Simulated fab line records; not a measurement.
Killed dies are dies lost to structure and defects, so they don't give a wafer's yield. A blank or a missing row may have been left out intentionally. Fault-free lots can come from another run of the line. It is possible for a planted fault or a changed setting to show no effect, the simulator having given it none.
2 desks, one fault -- flow n5 finfet -- only its own numbers are on each desk; what lay behind them is given at the end

METROLOGY DESK
Lot by lot, what the gauges showed, no matter which tool ran the lot: averages of those sampled wafers that carry a number. Marked OUT: a lot whose mean sits more than 4 standard deviations from the usual mean, which makes it out of limits; the brackets give that distance. It has 11 readings, of which 7 appear: the earliest out of limits, and the ones furthest out on some lot.
Columns: A = M1_ILD_THK at N5_BEOL_M1_THK_MEAS_01, usual 78.9 nm; B = DIBL_N at N5_BEOL_M4_RC_MEAS_101, usual 36.0 mV/V; C = IOFF_N at N5_BEOL_M4_RC_MEAS_101, usual 0.16 nA/um; D = IOFF_P at N5_BEOL_M4_RC_MEAS_101, usual 0.21 nA/um; E = SS_N at N5_BEOL_M4_RC_MEAS_101, usual 71.4 mV/dec; F = SS_P at N5_BEOL_M4_RC_MEAS_101, usual 73.3 mV/dec; G = VT_P at N5_BEOL_M4_RC_MEAS_101, usual -250 mV
lot,first seen here,A,B,C,D,E,F,G
L822,day 7 00:52,79.2,40.0,0.21,0.29,72.3,74.5,-244
L835,day 10 05:53,71.3 (-5.8) OUT,35.8,0.12,0.20,71.1,73.6,-252
L840,day 11 21:25,76.9,35.5,0.14,0.21,70.8,72.5,-248
This desk's result: L835 out of limits, first on L835 (M1_ILD_THK at N5_BEOL_M1_THK_MEAS_01), day 10 05:53. L822, L840 stayed within limits.

FOR THE TOOL OWNER'S DESK: pecvd-03
The tool's own readings at N5_BEOL_M1_ILD_DEP_00 (deposits SiOC from DEMS/O2, target thk 79 nm, time 15.3 s): means of the sampled wafers that have a number, for each lot that ran on this tool. Marked OUT: a lot whose mean sits more than 4 standard deviations from the usual mean, which makes it out of limits; the brackets give that distance.
Columns: A = heater power w at N5_BEOL_M1_ILD_DEP_00, usual 479 W; B = showerhead plenum p Torr at N5_BEOL_M1_ILD_DEP_00, usual 5.686 Torr; C = throttle valve pct at N5_BEOL_M1_ILD_DEP_00, usual 11.9 %
lot,first seen here,A,B,C
L822,day 7 00:47,455,5.672,12.8
L835,day 10 05:48,492,5.677,12.4
This desk found nothing out of limits on any of the 2 lots.

BROUGHT TOGETHER
L835 would have let the metrology desk raise an alarm at day 10 05:53.
Nothing out of limits was seen by the tool owner's desk.
Tool owner's desk: L835 on record, inside its limits.
The lots listed all ran N5_BEOL_M1_ILD_DEP_00 on pecvd-03.

WHAT HAD BEEN PUT IN BY THE SIMULATOR
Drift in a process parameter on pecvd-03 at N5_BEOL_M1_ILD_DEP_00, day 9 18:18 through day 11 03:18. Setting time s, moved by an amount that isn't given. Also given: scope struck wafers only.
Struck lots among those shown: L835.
Hours from the fault's start to each desk's first reading out of limits: the metrology desk, 12.
